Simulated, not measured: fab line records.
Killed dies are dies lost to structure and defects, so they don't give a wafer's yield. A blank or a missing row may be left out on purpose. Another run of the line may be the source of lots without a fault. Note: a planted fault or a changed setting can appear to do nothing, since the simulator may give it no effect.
fab line records || flow n5Finfet || part 2 of 2: steps 19 to 30 of 30
record {"lots": 5, "wafers": 15, "lastDay": 15}
route steps=1938 shown BEOL_M5@1121
lots untouched by any fault: they come from a run of this same line in which no faults occurred
startH: start of the lot's first displayed wafer, in hours after the record's first day || waitH: hours since the lot's step before || " repeats the value in the row above || L1.1+2: one row covering several wafers at once || - value missing, or start not given || * or withheld: withheld || < > ~ a bound
route shown NAME@n: names a module that has steps shown in the file, with the first one's number in the route || usual: mean/standard deviation taken from wafers without a fault || same: alike in all rows || chamber/n: place in a boat || sites: readings site by site || _std_site: standard deviation across them || _edge_site: inner sites' mean taken away from outer sites' mean || radiusMm: for every site, how far away it sits from the centre of the wafer || mask NAME#n: copy n || behind: tool/chamber where the wafer was last shaped || hold: why the lot was held/for how many hours/how that ended || device: transistor that didn't switch, given as n, p or np || end of line: at the end of the route, the tests of the same wafers || for a step that has no rows: nothing shown but its recipe || killed: the dies lost at the first sort to structure and to defects; this is not the yield of the wafer || map: per-die view of a wafer (x killed, . not killed, _ where there is no die)
set.NAME: the setting that was run; set.NAME@STEP: the one run at that earlier step || model.NAME: the simulator's own value behind a step, which no gauge read
certain route steps with their lots: each step a table, each wafer a row
services: a tool's chamber out of use, with start hour (startH, from the record's first day; less than 0 if before it), hours out, and reason
## steps
# step N5_BEOL_M5_COAT_65
# recipe {"resist": "SOC", "tempC": 250, "timeS": 60, "spinRpm": 1500, "resistThkNm": 60}
# usual {"heaterPowerTotalW": "500.6/1.8"}
# same {"timeS": 60}
{"lot.wafer": "L081.1", "tool": "lithoTrack-04", "chamber": 0, "startH": 209.80, "waitH": 0.6, "heaterPowerTotalW": 497.8}
{"lot.wafer": "L081.2", "tool": "lithoTrack-04", "chamber": 0, "startH": 209.80, "waitH": 0.6, "heaterPowerTotalW": 498.5}
{"lot.wafer": "L081.6", "tool": "lithoTrack-04", "chamber": 0, "startH": 209.80, "waitH": 0.6, "heaterPowerTotalW": 501.2}
{"lot.wafer": "L084.3", "tool": "lithoTrack-02", "chamber": 0, "startH": 222.16, "waitH": 0.4, "heaterPowerTotalW": 500.3}
{"lot.wafer": "L084.4", "tool": "lithoTrack-02", "chamber": 0, "startH": 222.16, "waitH": 0.4, "heaterPowerTotalW": 502.5}
{"lot.wafer": "L084.5", "tool": "lithoTrack-02", "chamber": 0, "startH": 222.16, "waitH": 0.4, "heaterPowerTotalW": 502.9}
{"lot.wafer": "L085.2", "tool": "lithoTrack-02", "chamber": 0, "startH": 237.17, "waitH": 0.9, "heaterPowerTotalW": 503.2}
{"lot.wafer": "L085.3", "tool": "lithoTrack-02", "chamber": 0, "startH": 237.17, "waitH": 0.9, "heaterPowerTotalW": 501.4}
{"lot.wafer": "L085.4", "tool": "lithoTrack-02", "chamber": 0, "startH": 237.17, "waitH": 0.9, "heaterPowerTotalW": 500.0}
{"lot.wafer": "L086.3", "tool": "lithoTrack-04", "chamber": 0, "startH": 245.68, "waitH": 2.9, "heaterPowerTotalW": 500.1}
{"lot.wafer": "L086.5", "tool": "lithoTrack-04", "chamber": 0, "startH": 245.68, "waitH": 2.9, "heaterPowerTotalW": 498.4}
{"lot.wafer": "L086.6", "tool": "lithoTrack-04", "chamber": 0, "startH": 245.68, "waitH": 2.9, "heaterPowerTotalW": 501.8}
{"lot.wafer": "L088.2", "tool": "lithoTrack-02", "chamber": 0, "startH": 273.96, "waitH": 1.5, "heaterPowerTotalW": 502.3}
{"lot.wafer": "L088.3", "tool": "lithoTrack-02", "chamber": 0, "startH": 273.96, "waitH": 1.5, "heaterPowerTotalW": 500.0}
{"lot.wafer": "L088.6", "tool": "lithoTrack-02", "chamber": 0, "startH": 273.96, "waitH": 1.5, "heaterPowerTotalW": 500.1}
# step N5_BEOL_M5_COAT_66
# recipe {"resist": "SiARC", "tempC": 220, "timeS": 60, "spinRpm": 1500, "resistThkNm": 12}
# usual {"heaterPowerTotalW": "427.7/2.1"}
# same {"timeS": 60}
{"lot.wafer": "L081.1", "tool": "lithoTrack-04", "chamber": 0, "startH": "-", "waitH": "-", "heaterPowerTotalW": 428.0}
{"lot.wafer": "L081.2", "tool": "lithoTrack-04", "chamber": 0, "startH": "-", "waitH": "-", "heaterPowerTotalW": 430.4}
{"lot.wafer": "L081.6", "tool": "lithoTrack-04", "chamber": 0, "startH": "-", "waitH": "-", "heaterPowerTotalW": 428.7}
{"lot.wafer": "L084.3", "tool": "lithoTrack-02", "chamber": 0, "startH": "-", "waitH": "-", "heaterPowerTotalW": 424.7}
{"lot.wafer": "L084.4", "tool": "lithoTrack-02", "chamber": 0, "startH": "-", "waitH": "-", "heaterPowerTotalW": 424.8}
{"lot.wafer": "L084.5", "tool": "lithoTrack-02", "chamber": 0, "startH": "-", "waitH": "-", "heaterPowerTotalW": 429.4}
{"lot.wafer": "L085.2", "tool": "lithoTrack-02", "chamber": 0, "startH": "-", "waitH": "-", "heaterPowerTotalW": 426.3}
{"lot.wafer": "L085.3", "tool": "lithoTrack-02", "chamber": 0, "startH": "-", "waitH": "-", "heaterPowerTotalW": 428.1}
{"lot.wafer": "L085.4", "tool": "lithoTrack-02", "chamber": 0, "startH": "-", "waitH": "-", "heaterPowerTotalW": 427.9}
{"lot.wafer": "L086.3", "tool": "lithoTrack-04", "chamber": 0, "startH": "-", "waitH": "-", "heaterPowerTotalW": 427.1}
{"lot.wafer": "L086.5", "tool": "lithoTrack-04", "chamber": 0, "startH": "-", "waitH": "-", "heaterPowerTotalW": 430.9}
{"lot.wafer": "L086.6", "tool": "lithoTrack-04", "chamber": 0, "startH": "-", "waitH": "-", "heaterPowerTotalW": 425.7}
{"lot.wafer": "L088.2", "tool": "lithoTrack-02", "chamber": 0, "startH": "-", "waitH": "-", "heaterPowerTotalW": 430.1}
{"lot.wafer": "L088.3", "tool": "lithoTrack-02", "chamber": 0, "startH": "-", "waitH": "-", "heaterPowerTotalW": 428.2}
{"lot.wafer": "L088.6", "tool": "lithoTrack-02", "chamber": 0, "startH": "-", "waitH": "-", "heaterPowerTotalW": 430.4}
# step N5_BEOL_M5_COAT_74
# recipe {"resist": "underlayer", "tempC": 205, "timeS": 60, "spinRpm": 1500, "resistThkNm": 5}
# usual {"heaterPowerTotalW": "391.7/1.3"}
# same {"timeS": 60}
{"lot.wafer": "L081.1", "tool": "lithoTrack-04", "chamber": 0, "startH": "-", "waitH": "-", "heaterPowerTotalW": 393.8}
{"lot.wafer": "L081.2", "tool": "lithoTrack-04", "chamber": 0, "startH": "-", "waitH": "-", "heaterPowerTotalW": 392.4}
{"lot.wafer": "L081.6", "tool": "lithoTrack-04", "chamber": 0, "startH": "-", "waitH": "-", "heaterPowerTotalW": 393.5}
{"lot.wafer": "L084.3", "tool": "lithoTrack-02", "chamber": 0, "startH": "-", "waitH": "-", "heaterPowerTotalW": 393.3}
{"lot.wafer": "L084.4", "tool": "lithoTrack-02", "chamber": 0, "startH": "-", "waitH": "-", "heaterPowerTotalW": 393.4}
{"lot.wafer": "L084.5", "tool": "lithoTrack-02", "chamber": 0, "startH": "-", "waitH": "-", "heaterPowerTotalW": 392.2}
{"lot.wafer": "L085.2", "tool": "lithoTrack-02", "chamber": 0, "startH": "-", "waitH": "-", "heaterPowerTotalW": 390.2}
{"lot.wafer": "L085.3", "tool": "lithoTrack-02", "chamber": 0, "startH": "-", "waitH": "-", "heaterPowerTotalW": 392.2}
{"lot.wafer": "L085.4", "tool": "lithoTrack-02", "chamber": 0, "startH": "-", "waitH": "-", "heaterPowerTotalW": 390.3}
{"lot.wafer": "L086.3", "tool": "lithoTrack-04", "chamber": 0, "startH": "-", "waitH": "-", "heaterPowerTotalW": 390.6}
{"lot.wafer": "L086.5", "tool": "lithoTrack-04", "chamber": 0, "startH": "-", "waitH": "-", "heaterPowerTotalW": 393.2}
{"lot.wafer": "L086.6", "tool": "lithoTrack-04", "chamber": 0, "startH": "-", "waitH": "-", "heaterPowerTotalW": 392.8}
{"lot.wafer": "L088.2", "tool": "lithoTrack-02", "chamber": 0, "startH": "-", "waitH": "-", "heaterPowerTotalW": 393.6}
{"lot.wafer": "L088.3", "tool": "lithoTrack-02", "chamber": 0, "startH": "-", "waitH": "-", "heaterPowerTotalW": 390.3}
{"lot.wafer": "L088.6", "tool": "lithoTrack-02", "chamber": 0, "startH": "-", "waitH": "-", "heaterPowerTotalW": 391.6}
# step N5_BEOL_M5_COAT_22
# recipe {"resist": "CAR-EUV", "spinRpm": 1500, "resistThkNm": 30}
{"lot.wafer": "L081.1+2+6", "tool": "lithoTrack-04", "chamber": 0, "startH": "-", "waitH": "-"}
{"lot.wafer": "L084.3+4+5", "tool": "lithoTrack-02", "chamber": 0, "startH": "-", "waitH": "-"}
{"lot.wafer": "L085.2+3+4", "tool": "lithoTrack-02", "chamber": 0, "startH": "-", "waitH": "-"}
{"lot.wafer": "L086.3+5+6", "tool": "lithoTrack-04", "chamber": 0, "startH": "-", "waitH": "-"}
{"lot.wafer": "L088.2+3+6", "tool": "lithoTrack-02", "chamber": 0, "startH": "-", "waitH": "-"}
# step N5_BEOL_M5_EBR_24
# recipe {"solvent": "PGMEA", "ebrWidthMm": 1.5}
{"lot.wafer": "L081.1+2+6", "tool": "lithoTrack-04", "chamber": 0, "startH": "-", "waitH": "-"}
{"lot.wafer": "L084.3+4+5", "tool": "lithoTrack-02", "chamber": 0, "startH": "-", "waitH": "-"}
{"lot.wafer": "L085.2+3+4", "tool": "lithoTrack-02", "chamber": 0, "startH": "-", "waitH": "-"}
{"lot.wafer": "L086.3+5+6", "tool": "lithoTrack-04", "chamber": 0, "startH": "-", "waitH": "-"}
{"lot.wafer": "L088.2+3+6", "tool": "lithoTrack-02", "chamber": 0, "startH": "-", "waitH": "-"}
# step N5_BEOL_M5_SOFTBAKE_23
# recipe {"tempC": 110, "timeS": 60, "resist": "CAR-EUV"}
# usual {"heaterPowerTotalW": "175.3/1.5"}
# same {"timeS": 60}
{"lot.wafer": "L081.1", "tool": "lithoTrack-04", "chamber": 0, "startH": "-", "waitH": "-", "heaterPowerTotalW": 176.9}
{"lot.wafer": "L081.2", "tool": "lithoTrack-04", "chamber": 0, "startH": "-", "waitH": "-", "heaterPowerTotalW": 176.9}
{"lot.wafer": "L081.6", "tool": "lithoTrack-04", "chamber": 0, "startH": "-", "waitH": "-", "heaterPowerTotalW": 177.4}
{"lot.wafer": "L084.3", "tool": "lithoTrack-02", "chamber": 0, "startH": "-", "waitH": "-", "heaterPowerTotalW": 173.5}
{"lot.wafer": "L084.4", "tool": "lithoTrack-02", "chamber": 0, "startH": "-", "waitH": "-", "heaterPowerTotalW": 175.2}
{"lot.wafer": "L084.5", "tool": "lithoTrack-02", "chamber": 0, "startH": "-", "waitH": "-", "heaterPowerTotalW": 176.3}
{"lot.wafer": "L085.2", "tool": "lithoTrack-02", "chamber": 0, "startH": "-", "waitH": "-", "heaterPowerTotalW": 177.1}
{"lot.wafer": "L085.3", "tool": "lithoTrack-02", "chamber": 0, "startH": "-", "waitH": "-", "heaterPowerTotalW": 177.4}
{"lot.wafer": "L085.4", "tool": "lithoTrack-02", "chamber": 0, "startH": "-", "waitH": "-", "heaterPowerTotalW": 177.0}
{"lot.wafer": "L086.3", "tool": "lithoTrack-04", "chamber": 0, "startH": "-", "waitH": "-", "heaterPowerTotalW": 173.5}
{"lot.wafer": "L086.5", "tool": "lithoTrack-04", "chamber": 0, "startH": "-", "waitH": "-", "heaterPowerTotalW": 173.8}
{"lot.wafer": "L086.6", "tool": "lithoTrack-04", "chamber": 0, "startH": "-", "waitH": "-", "heaterPowerTotalW": 174.3}
{"lot.wafer": "L088.2", "tool": "lithoTrack-02", "chamber": 0, "startH": "-", "waitH": "-", "heaterPowerTotalW": 173.1}
{"lot.wafer": "L088.3", "tool": "lithoTrack-02", "chamber": 0, "startH": "-", "waitH": "-", "heaterPowerTotalW": 176.8}
{"lot.wafer": "L088.6", "tool": "lithoTrack-02", "chamber": 0, "startH": "-", "waitH": "-", "heaterPowerTotalW": 173.4}
# step N5_BEOL_M5_EXPOSE_25
# recipe {"maskId": "V4", "na": 0.33, "sourceShape": "quasar", "sigmaInner": 0.2, "sigmaOuter": 0.6, "polarization": "unpolarized", "defocusNm": 10, "doseMj": 52.75}
{"lot.wafer": "L081.1+2+6", "tool": "euvScanner-02", "chamber": 0, "startH": 209.94, "waitH": "-", "mask": "V4#0"}
{"lot.wafer": "L084.3+4+5", "tool": "euvScanner-01", "chamber": 0, "startH": 222.43, "waitH": "-", "mask": "V4#0"}
{"lot.wafer": "L085.2+3+4", "tool": "euvScanner-02", "chamber": 0, "startH": 237.45, "waitH": "-", "mask": "V4#0"}
{"lot.wafer": "L086.3+5+6", "tool": "euvScanner-01", "chamber": 0, "startH": 245.96, "waitH": "-", "mask": "V4#0"}
{"lot.wafer": "L088.2+3+6", "tool": "euvScanner-02", "chamber": 0, "startH": 274.23, "waitH": "-", "mask": "V4#0"}
# step N5_BEOL_M5_PEB_26
# recipe {"pebTempC": 100, "pebTimeS": 60, "resist": "CAR-EUV"}
# usual {"heaterPowerTotalW": "154.0/1.1"}
{"lot.wafer": "L081.1", "tool": "lithoTrack-02", "chamber": 0, "startH": 210.01, "waitH": 0.1, "heaterPowerTotalW": 155.6}
{"lot.wafer": "L081.2", "tool": "lithoTrack-02", "chamber": 0, "startH": 210.01, "waitH": 0.1, "heaterPowerTotalW": 155.4}
{"lot.wafer": "L081.6", "tool": "lithoTrack-02", "chamber": 0, "startH": 210.01, "waitH": 0.1, "heaterPowerTotalW": 154.3}
{"lot.wafer": "L084.3", "tool": "lithoTrack-05", "chamber": 0, "startH": 222.49, "waitH": 0.0, "heaterPowerTotalW": 152.3}
{"lot.wafer": "L084.4", "tool": "lithoTrack-05", "chamber": 0, "startH": 222.49, "waitH": 0.0, "heaterPowerTotalW": 155.0}
{"lot.wafer": "L084.5", "tool": "lithoTrack-05", "chamber": 0, "startH": 222.49, "waitH": 0.0, "heaterPowerTotalW": 155.2}
{"lot.wafer": "L085.2", "tool": "lithoTrack-04", "chamber": 0, "startH": 237.51, "waitH": 0.1, "heaterPowerTotalW": 152.6}
{"lot.wafer": "L085.3", "tool": "lithoTrack-04", "chamber": 0, "startH": 237.51, "waitH": 0.1, "heaterPowerTotalW": 155.2}
{"lot.wafer": "L085.4", "tool": "lithoTrack-04", "chamber": 0, "startH": 237.51, "waitH": 0.1, "heaterPowerTotalW": 155.0}
{"lot.wafer": "L086.3", "tool": "lithoTrack-05", "chamber": 0, "startH": 246.02, "waitH": 0.0, "heaterPowerTotalW": 152.5}
{"lot.wafer": "L086.5", "tool": "lithoTrack-05", "chamber": 0, "startH": 246.02, "waitH": 0.0, "heaterPowerTotalW": 153.7}
{"lot.wafer": "L086.6", "tool": "lithoTrack-05", "chamber": 0, "startH": 246.02, "waitH": 0.0, "heaterPowerTotalW": 152.9}
{"lot.wafer": "L088.2", "tool": "lithoTrack-05", "chamber": 0, "startH": 274.29, "waitH": 0.1, "heaterPowerTotalW": 154.2}
{"lot.wafer": "L088.3", "tool": "lithoTrack-05", "chamber": 0, "startH": 274.29, "waitH": 0.1, "heaterPowerTotalW": 155.2}
{"lot.wafer": "L088.6", "tool": "lithoTrack-05", "chamber": 0, "startH": 274.29, "waitH": 0.1, "heaterPowerTotalW": 152.3}
# step N5_BEOL_M5_DEVELOP_27
# recipe {"developTimeS": 30, "developer": "TMAH", "resist": "CAR-EUV", "rinseLiquid": "surfactantRinse", "dry": "airSpin", "devTempC": 23}
{"lot.wafer": "L081.1+2+6", "tool": "lithoTrack-02", "chamber": 0, "startH": "-", "waitH": "-"}
{"lot.wafer": "L084.3+4+5", "tool": "lithoTrack-05", "chamber": 0, "startH": "-", "waitH": "-"}
{"lot.wafer": "L085.2+3+4", "tool": "lithoTrack-04", "chamber": 0, "startH": "-", "waitH": "-"}
{"lot.wafer": "L086.3+5+6", "tool": "lithoTrack-05", "chamber": 0, "startH": "-", "waitH": "-"}
{"lot.wafer": "L088.2+3+6", "tool": "lithoTrack-05", "chamber": 0, "startH": "-", "waitH": "-"}
# step N5_BEOL_M5_CD_MEAS_28
# recipe {"targetCdNm": 30.6, "landingEnergyEv": 500, "detector": "seInlens", "targetCdYNm": 20, "polarity": "opening"}
# usual {"cdNm": "30.54/0.28"}
{"lot.wafer": "L081.1", "tool": "cdSem-01", "chamber": 0, "startH": 210.08, "waitH": "-", "cdNm": 30.37}
{"lot.wafer": "L081.2", "tool": "cdSem-01", "chamber": 0, "startH": 210.08, "waitH": "-", "cdNm": 30.64}
{"lot.wafer": "L081.6", "tool": "cdSem-01", "chamber": 0, "startH": 210.08, "waitH": "-", "cdNm": 30.82}
{"lot.wafer": "L084.3", "tool": "cdSem-01", "chamber": 0, "startH": 222.56, "waitH": "-", "cdNm": 30.62}
{"lot.wafer": "L084.4", "tool": "cdSem-01", "chamber": 0, "startH": 222.56, "waitH": "-", "cdNm": 30.72}
{"lot.wafer": "L084.5", "tool": "cdSem-01", "chamber": 0, "startH": 222.56, "waitH": "-", "cdNm": 30.41}
{"lot.wafer": "L085.2", "tool": "cdSem-02", "chamber": 0, "startH": 237.58, "waitH": "-", "cdNm": 30.86}
{"lot.wafer": "L085.3", "tool": "cdSem-02", "chamber": 0, "startH": 237.58, "waitH": "-", "cdNm": 30.59}
{"lot.wafer": "L085.4", "tool": "cdSem-02", "chamber": 0, "startH": 237.58, "waitH": "-", "cdNm": 30.85}
{"lot.wafer": "L086.3", "tool": "cdSem-02", "chamber": 0, "startH": 246.08, "waitH": "-", "cdNm": 30.07}
{"lot.wafer": "L086.5", "tool": "cdSem-02", "chamber": 0, "startH": 246.08, "waitH": "-", "cdNm": 30.76}
{"lot.wafer": "L086.6", "tool": "cdSem-02", "chamber": 0, "startH": 246.08, "waitH": "-", "cdNm": 31.08}
{"lot.wafer": "L088.2", "tool": "cdSem-03", "chamber": 0, "startH": 274.36, "waitH": "-", "cdNm": 30.39}
{"lot.wafer": "L088.3", "tool": "cdSem-03", "chamber": 0, "startH": 274.36, "waitH": "-", "cdNm": 30.42}
{"lot.wafer": "L088.6", "tool": "cdSem-03", "chamber": 0, "startH": 274.36, "waitH": "-", "cdNm": 30.68}
# step N5_BEOL_M5_OVL_MEAS_29
# recipe {"pointsPerWafer": 522}
# usual {"V4_OVL": "-0.2/0.68"}
{"lot.wafer": "L081.1", "tool": "overlay-01", "chamber": 0, "startH": 210.11, "waitH": 0.0, "V4_OVL[nm]": 0.7}
{"lot.wafer": "L081.2", "tool": "overlay-01", "chamber": 0, "startH": 210.11, "waitH": 0.0, "V4_OVL[nm]": 0.1}
{"lot.wafer": "L081.6", "tool": "overlay-01", "chamber": 0, "startH": 210.11, "waitH": 0.0, "V4_OVL[nm]": -0.2}
{"lot.wafer": "L084.3", "tool": "overlay-02", "chamber": 0, "startH": 222.60, "waitH": 0.0, "V4_OVL[nm]": -0.8}
{"lot.wafer": "L084.4", "tool": "overlay-02", "chamber": 0, "startH": 222.60, "waitH": 0.0, "V4_OVL[nm]": -0.4}
{"lot.wafer": "L084.5", "tool": "overlay-02", "chamber": 0, "startH": 222.60, "waitH": 0.0, "V4_OVL[nm]": 0.1}
{"lot.wafer": "L085.2", "tool": "overlay-01", "chamber": 0, "startH": 237.61, "waitH": 0.0, "V4_OVL[nm]": 0.0}
{"lot.wafer": "L085.3", "tool": "overlay-01", "chamber": 0, "startH": 237.61, "waitH": 0.0, "V4_OVL[nm]": -0.7}
{"lot.wafer": "L085.4", "tool": "overlay-01", "chamber": 0, "startH": 237.61, "waitH": 0.0, "V4_OVL[nm]": -0.8}
{"lot.wafer": "L086.3", "tool": "overlay-02", "chamber": 0, "startH": 246.12, "waitH": 0.0, "V4_OVL[nm]": 0.0}
{"lot.wafer": "L086.5", "tool": "overlay-02", "chamber": 0, "startH": 246.12, "waitH": 0.0, "V4_OVL[nm]": 0.1}
{"lot.wafer": "L086.6", "tool": "overlay-02", "chamber": 0, "startH": 246.12, "waitH": 0.0, "V4_OVL[nm]": -0.2}
{"lot.wafer": "L088.2", "tool": "overlay-02", "chamber": 0, "startH": 274.40, "waitH": 0.0, "V4_OVL[nm]": 0.0}
{"lot.wafer": "L088.3", "tool": "overlay-02", "chamber": 0, "startH": 274.40, "waitH": 0.0, "V4_OVL[nm]": 0.5}
{"lot.wafer": "L088.6", "tool": "overlay-02", "chamber": 0, "startH": 274.40, "waitH": 0.0, "V4_OVL[nm]": 0.2}
# step N5_BEOL_M5_INSPECT_30
# recipe {"mode": "adi", "inspectInstrument": "brightfield"}
# usual {"rawDefectCount": "447/110"}
{"lot.wafer": "L081.1", "tool": "defectInspect-02", "chamber": "-", "startH": 210.16, "waitH": 0.1, "rawDefectCount": 323}
{"lot.wafer": "L081.2", "tool": "defectInspect-02", "chamber": "-", "startH": 210.16, "waitH": 0.1, "rawDefectCount": 203}
{"lot.wafer": "L081.6", "tool": "defectInspect-02", "chamber": "-", "startH": 210.16, "waitH": 0.1, "rawDefectCount": 376}
{"lot.wafer": "L084.3", "tool": "defectInspect-01", "chamber": "-", "startH": 222.65, "waitH": 0.0, "rawDefectCount": 326}
{"lot.wafer": "L084.4", "tool": "defectInspect-01", "chamber": "-", "startH": 222.65, "waitH": 0.0, "rawDefectCount": 444}
{"lot.wafer": "L084.5", "tool": "defectInspect-01", "chamber": "-", "startH": 222.65, "waitH": 0.0, "rawDefectCount": 464}
{"lot.wafer": "L085.2", "tool": "defectInspect-01", "chamber": "-", "startH": 237.67, "waitH": 0.0, "rawDefectCount": 309}
{"lot.wafer": "L085.3", "tool": "defectInspect-01", "chamber": "-", "startH": 237.67, "waitH": 0.0, "rawDefectCount": 491}
{"lot.wafer": "L085.4", "tool": "defectInspect-01", "chamber": "-", "startH": 237.67, "waitH": 0.0, "rawDefectCount": 326}
{"lot.wafer": "L086.3", "tool": "defectInspect-01", "chamber": "-", "startH": 246.17, "waitH": 0.0, "rawDefectCount": 585}
{"lot.wafer": "L086.5", "tool": "defectInspect-01", "chamber": "-", "startH": 246.17, "waitH": 0.0, "rawDefectCount": 550}
{"lot.wafer": "L086.6", "tool": "defectInspect-01", "chamber": "-", "startH": 246.17, "waitH": 0.0, "rawDefectCount": 377}
{"lot.wafer": "L088.2", "tool": "defectInspect-02", "chamber": "-", "startH": 274.46, "waitH": 0.1, "rawDefectCount": 662}
{"lot.wafer": "L088.3", "tool": "defectInspect-02", "chamber": "-", "startH": 274.46, "waitH": 0.1, "rawDefectCount": 680}
{"lot.wafer": "L088.6", "tool": "defectInspect-02", "chamber": "-", "startH": 274.46, "waitH": 0.1, "rawDefectCount": 606}
## services
{"tool": "euvScanner-01", "chamber": 0, "startH": 186.89, "hours": "-", "kind": "calibration"}
{"tool": "euvScanner-02", "chamber": 0, "startH": 198.71, "hours": "-", "kind": "calibration"}
{"tool": "euvScanner-01", "chamber": "-", "startH": 210.59, "hours": 8.0, "kind": "pm"}
{"tool": "euvScanner-02", "chamber": "-", "startH": 212.95, "hours": 0.6, "kind": "repair"}
{"tool": "lithoTrack-02", "chamber": "-", "startH": 217.56, "hours": "-", "kind": "consumableReplace:filter"}
{"tool": "euvScanner-01", "chamber": "-", "startH": 218.59, "hours": 1.0, "kind": "pm"}
{"tool": "euvScanner-02", "chamber": "-", "startH": 229.53, "hours": 1.0, "kind": "pm"}
{"tool": "rieDiel-02", "chamber": 0, "startH": 233.89, "hours": "-", "kind": "clean"}
{"tool": "rieDiel-02", "chamber": 0, "startH": 233.89, "hours": "-", "kind": "consumableReplace:focusRing"}
{"tool": "rieDiel-02", "chamber": 0, "startH": 233.89, "hours": 14.9, "kind": "scheduledDown"}
{"tool": "rieDiel-02", "chamber": 0, "startH": 233.89, "hours": 14.9, "kind": "ventCycle"}
{"tool": "lithoTrack-02", "chamber": "-", "startH": 235.32, "hours": "-", "kind": "consumableReplace:filter"}
{"tool": "rieDiel-01", "chamber": 2, "startH": 235.33, "hours": 5.0, "kind": "repair"}
{"tool": "rieDiel-01", "chamber": 2, "startH": 242.52, "hours": "-", "kind": "clean"}
{"tool": "rieDiel-01", "chamber": 2, "startH": 242.52, "hours": "-", "kind": "consumableReplace:focusRing"}
{"tool": "rieMetal-01", "chamber": "-", "startH": 243.20, "hours": 14.6, "kind": "pm"}
{"tool": "rieDiel-02", "chamber": 1, "startH": 243.32, "hours": 8.0, "kind": "repair"}
{"tool": "rieMetal-02", "chamber": 1, "startH": 247.55, "hours": 14.2, "kind": "repair"}
{"tool": "euvScanner-01", "chamber": "-", "startH": 255.63, "hours": 12.0, "kind": "pm"}
{"tool": "rieDiel-06", "chamber": 0, "startH": 260.74, "hours": "-", "kind": "clean"}
{"tool": "rieDiel-06", "chamber": 0, "startH": 260.74, "hours": "-", "kind": "consumableReplace:focusRing"}
{"tool": "rieDiel-06", "chamber": 0, "startH": 260.74, "hours": 22.9, "kind": "scheduledDown"}
{"tool": "rieDiel-06", "chamber": 0, "startH": 260.74, "hours": 22.9, "kind": "ventCycle"}
{"tool": "euvScanner-01", "chamber": "-", "startH": 267.63, "hours": 5.8, "kind": "pm"}
